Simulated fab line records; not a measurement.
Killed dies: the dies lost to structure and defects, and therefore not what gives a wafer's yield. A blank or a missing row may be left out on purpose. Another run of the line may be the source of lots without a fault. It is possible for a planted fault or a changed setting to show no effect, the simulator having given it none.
Check of tool commonality || flow nandHarc || Sample size 12 lots and 36 wafers

== THE REASON FOR OPENING IT ==
Flagged at NHARC_P_ZERO_WELL_CD_MEAS_52: reading cdNm, on 2 of 12 lots. Fault-free wafers read 2000.1 nm, with a standard deviation of 1.5.
Rule: a lot is flagged when every wafer of it that has a number lies more than 4 standard deviations from that mean, or none has a number. All remaining lots are regarded as sound.

{"lot": "L951", "measured": "day 1 17:41", "on": "cdSem-03", "cdNm (nm), wafer by wafer": "2000.5 2000.3 2000.0", "flag": ""}
{"lot": "L952", "measured": "day 1 23:52", "on": "cdSem-02", "cdNm (nm), wafer by wafer": "2000.3 2002.0 2001.2", "flag": ""}
{"lot": "L954", "measured": "day 2 11:35", "on": "cdSem-02", "cdNm (nm), wafer by wafer": "2001.9 2001.7 2002.9", "flag": ""}
{"lot": "L956", "measured": "day 2 23:45", "on": "cdSem-03", "cdNm (nm), wafer by wafer": "1996.3 1997.3 1997.0", "flag": ""}
{"lot": "L959", "measured": "day 3 17:29", "on": "cdSem-02", "cdNm (nm), wafer by wafer": "2001.4 2000.0 2001.1", "flag": ""}
{"lot": "L961", "measured": "day 4 05:37", "on": "cdSem-01", "cdNm (nm), wafer by wafer": "1998.8 2000.1 2002.6", "flag": ""}
{"lot": "L964", "measured": "day 4 23:53", "on": "cdSem-02", "cdNm (nm), wafer by wafer": "1999.9 2001.0 1996.7", "flag": ""}
{"lot": "L967", "measured": "day 5 17:46", "on": "cdSem-01", "cdNm (nm), wafer by wafer": "2043.8 2044.9 2042.7", "flag": "FLAGGED"}
{"lot": "L969", "measured": "day 6 05:44", "on": "cdSem-03", "cdNm (nm), wafer by wafer": "2043.4 2044.3 2047.8", "flag": "FLAGGED"}
{"lot": "L970", "measured": "day 6 11:32", "on": "cdSem-02", "cdNm (nm), wafer by wafer": "2002.5 1999.4 2000.7", "flag": ""}
{"lot": "L971", "measured": "day 6 17:36", "on": "cdSem-01", "cdNm (nm), wafer by wafer": "1997.6 1999.3 2000.4", "flag": ""}
{"lot": "L974", "measured": "day 7 11:50", "on": "cdSem-02", "cdNm (nm), wafer by wafer": "1998.0 1997.3 2001.1", "flag": ""}
The numbers of the flagged lots are 2044.5 nm on average: +44.4 nm against the usual, or +30 standard deviations.

== WHICH TOOL EACH LOT WENT THROUGH ==
2 process steps preceding the reading are held in the record, out of 1159 steps in the route. Every cell lists first the tool, next ch and the chambers used by the sampled wafers, and last the start.
{"lot": "L951", "flag": "", "NHARC_P_ZERO_WELL_DESCUM_26": "rieDiel-09 ch 0,1,2, day 1 14:41", "NHARC_P_ZERO_WELL_EXPOSE_49": "krfScanner-02 ch 0, day 1 17:32"}
{"lot": "L952", "flag": "", "NHARC_P_ZERO_WELL_DESCUM_26": "rieDiel-03 ch 0,2,3, day 1 20:55", "NHARC_P_ZERO_WELL_EXPOSE_49": "krfScanner-02 ch 0, day 1 23:43"}
{"lot": "L954", "flag": "", "NHARC_P_ZERO_WELL_DESCUM_26": "rieDiel-03 ch 0,2, day 2 08:37", "NHARC_P_ZERO_WELL_EXPOSE_49": "krfScanner-01 ch 0, day 2 11:26"}
{"lot": "L956", "flag": "", "NHARC_P_ZERO_WELL_DESCUM_26": "rieDiel-10 ch 2,3, day 2 20:37", "NHARC_P_ZERO_WELL_EXPOSE_49": "krfScanner-01 ch 0, day 2 23:36"}
{"lot": "L959", "flag": "", "NHARC_P_ZERO_WELL_DESCUM_26": "rieDiel-10 ch 0,1,2, day 3 14:31", "NHARC_P_ZERO_WELL_EXPOSE_49": "krfScanner-01 ch 0, day 3 17:19"}
{"lot": "L961", "flag": "", "NHARC_P_ZERO_WELL_DESCUM_26": "rieDiel-10 ch 0,1,2, day 4 02:46", "NHARC_P_ZERO_WELL_EXPOSE_49": "krfScanner-03 ch 0, day 4 05:28"}
{"lot": "L964", "flag": "", "NHARC_P_ZERO_WELL_DESCUM_26": "rieDiel-09 ch 0,1,2, day 4 20:47", "NHARC_P_ZERO_WELL_EXPOSE_49": "krfScanner-01 ch 0, day 4 23:43"}
{"lot": "L967", "flag": "FLAGGED", "NHARC_P_ZERO_WELL_DESCUM_26": "rieDiel-10 ch 0,3, day 5 14:46", "NHARC_P_ZERO_WELL_EXPOSE_49": "krfScanner-01 ch 0, day 5 17:37"}
{"lot": "L969", "flag": "FLAGGED", "NHARC_P_ZERO_WELL_DESCUM_26": "rieDiel-10 ch 0,1,2, day 6 02:38", "NHARC_P_ZERO_WELL_EXPOSE_49": "krfScanner-01 ch 0, day 6 05:35"}
{"lot": "L970", "flag": "", "NHARC_P_ZERO_WELL_DESCUM_26": "rieDiel-09 ch 2,3, day 6 08:29", "NHARC_P_ZERO_WELL_EXPOSE_49": "krfScanner-02 ch 0, day 6 11:22"}
{"lot": "L971", "flag": "", "NHARC_P_ZERO_WELL_DESCUM_26": "rieDiel-10 ch 2,3, day 6 14:45", "NHARC_P_ZERO_WELL_EXPOSE_49": "krfScanner-02 ch 0, day 6 17:27"}
{"lot": "L974", "flag": "", "NHARC_P_ZERO_WELL_DESCUM_26": "rieDiel-09 ch 0,1,2, day 7 08:50", "NHARC_P_ZERO_WELL_EXPOSE_49": "krfScanner-03 ch 0, day 7 11:41"}
What the steps here do:
- NHARC_P_ZERO_WELL_DESCUM_26: chemistry O2, time 3 s.
- NHARC_P_ZERO_WELL_EXPOSE_49: exposes mask P HVPW, target cd 2000 nm.
- NHARC_P_ZERO_WELL_CD_MEAS_52: target cd 2000 nm.

== FLAGGED OVER TOTAL, TOOL BY TOOL (the gauges that took the reading come last) ==
{"step": "NHARC_P_ZERO_WELL_DESCUM_26", "tool": "rieDiel-03", "lots run": 2, "flagged": 0, "share of the flagged lots": "none", "sound lots run after its first flagged lot": "-"}
{"step": "NHARC_P_ZERO_WELL_DESCUM_26", "tool": "rieDiel-09", "lots run": 4, "flagged": 0, "share of the flagged lots": "none", "sound lots run after its first flagged lot": "-"}
{"step": "NHARC_P_ZERO_WELL_DESCUM_26", "tool": "rieDiel-10", "lots run": 6, "flagged": 2, "share of the flagged lots": "all", "sound lots run after its first flagged lot": "1 (L971)"}
{"step": "NHARC_P_ZERO_WELL_EXPOSE_49", "tool": "krfScanner-01", "lots run": 6, "flagged": 2, "share of the flagged lots": "all", "sound lots run after its first flagged lot": 0}
{"step": "NHARC_P_ZERO_WELL_EXPOSE_49", "tool": "krfScanner-02", "lots run": 4, "flagged": 0, "share of the flagged lots": "none", "sound lots run after its first flagged lot": "-"}
{"step": "NHARC_P_ZERO_WELL_EXPOSE_49", "tool": "krfScanner-03", "lots run": 2, "flagged": 0, "share of the flagged lots": "none", "sound lots run after its first flagged lot": "-"}
{"step": "NHARC_P_ZERO_WELL_CD_MEAS_52", "tool": "cdSem-01", "lots run": 3, "flagged": 1, "share of the flagged lots": "some", "sound lots run after its first flagged lot": "1 (L971)"}
{"step": "NHARC_P_ZERO_WELL_CD_MEAS_52", "tool": "cdSem-02", "lots run": 6, "flagged": 0, "share of the flagged lots": "none", "sound lots run after its first flagged lot": "-"}
{"step": "NHARC_P_ZERO_WELL_CD_MEAS_52", "tool": "cdSem-03", "lots run": 3, "flagged": 1, "share of the flagged lots": "some", "sound lots run after its first flagged lot": 0}

== WHAT THE TABLE ALLOWS ==
2 rows of the table ran every flagged lot: rieDiel-10 at NHARC_P_ZERO_WELL_DESCUM_26, krfScanner-01 at NHARC_P_ZERO_WELL_EXPOSE_49.
- rieDiel-10 at NHARC_P_ZERO_WELL_DESCUM_26: 2 of its 6 lots flagged. Sound lots followed the first flagged one (L971) on it, something a lasting fault affecting the whole tool could not allow.
- krfScanner-01 at NHARC_P_ZERO_WELL_EXPOSE_49: 2 of its 6 lots flagged. Its last sound lot is L964 (day 4 23:43), its first flagged lot L967 (day 5 17:37): a fault that began between those two fits. Its own readings (exposureDoseMJCm2) fall more than 4 standard deviations out on all wafers of the flagged lots.
What remains is a single tool, krfScanner-01 at NHARC_P_ZERO_WELL_EXPOSE_49.

== WHAT WAS PUT IN BY THE SIMULATOR ==
Drift in process parameters on krfScanner-01 at NHARC_P_ZERO_WELL_EXPOSE_49, starting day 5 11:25. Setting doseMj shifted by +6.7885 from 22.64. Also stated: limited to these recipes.
Struck lots among those shown: L967, L969. Same finding as the rule above.
